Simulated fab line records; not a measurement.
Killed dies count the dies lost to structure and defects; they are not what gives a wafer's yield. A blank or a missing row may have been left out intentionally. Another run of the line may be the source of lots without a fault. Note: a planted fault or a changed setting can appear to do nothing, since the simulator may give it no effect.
2 desks, one fault / flow nand harc / each desk has only its own numbers; what lay behind them comes last

## FROM THE METROLOGY DESK
Lot by lot, what the gauges showed, no matter which tool ran the lot: averages of those sampled wafers that carry a number. Marked OUT: a lot whose mean sits more than 4 standard deviations from the usual mean, which makes it out of limits; the brackets give that distance.
Columns: A = cd nm at NHARC_THIN_TSV_CD_MEAS_33, usual 4999.5 nm
lot=L158; first seen here=day 23 18:11; A=4999.7
lot=L159; first seen here=day 24 05:55; A=4998.3
lot=L161; first seen here=day 24 20:14; A=5001.0
lot=L171; first seen here=day 30 04:16; A=4999.4
lot=L172; first seen here=day 30 18:23; A=4999.2
lot=L174; first seen here=day 30 19:38; A=4999.2
lot=L177; first seen here=day 31 03:21; A=5000.5
lot=L178; first seen here=day 32 08:32; A=5000.9
lot=L181; first seen here=day 33 09:31; A=4999.1
lot=L180; first seen here=day 34 21:59; A=4999.0
This desk found nothing out of limits on any of the 10 lots.

## TOOL OWNER'S DESK, lpcvd poly-04
The tool's own readings at NHARC_A_CHANNEL_FILL_D1_CVD_05 (deposits poly-Si, target thk 5 nm): means of the sampled wafers that have a number, for each lot that ran on this tool. Marked OUT: a lot whose mean sits more than 4 standard deviations from the usual mean, which makes it out of limits; the brackets give that distance.
Columns: A = zone power centre pct at NHARC_A_CHANNEL_FILL_D1_CVD_05, usual 8.1 %
lot=L159; first seen here=day 10 15:13; A=7.9
lot=L161; first seen here=day 11 03:23; A=7.9
lot=L171; first seen here=day 15 17:58; A=7.8
lot=L174; first seen here=day 16 21:23; A=7.9
lot=L177; first seen here=day 17 17:28; A=7.9
lot=L178; first seen here=day 18 03:55; A=7.9
lot=L181; first seen here=day 19 06:48; A=8.0
lot=L180; first seen here=day 20 16:31; A=7.8
This desk found nothing out of limits on any of the 8 lots.

## BROUGHT TOGETHER
From the metrology desk's view, nothing was out of limits.
Nothing out of limits was seen by the tool owner's desk.

## WHAT WAS PUT IN BY THE SIMULATOR
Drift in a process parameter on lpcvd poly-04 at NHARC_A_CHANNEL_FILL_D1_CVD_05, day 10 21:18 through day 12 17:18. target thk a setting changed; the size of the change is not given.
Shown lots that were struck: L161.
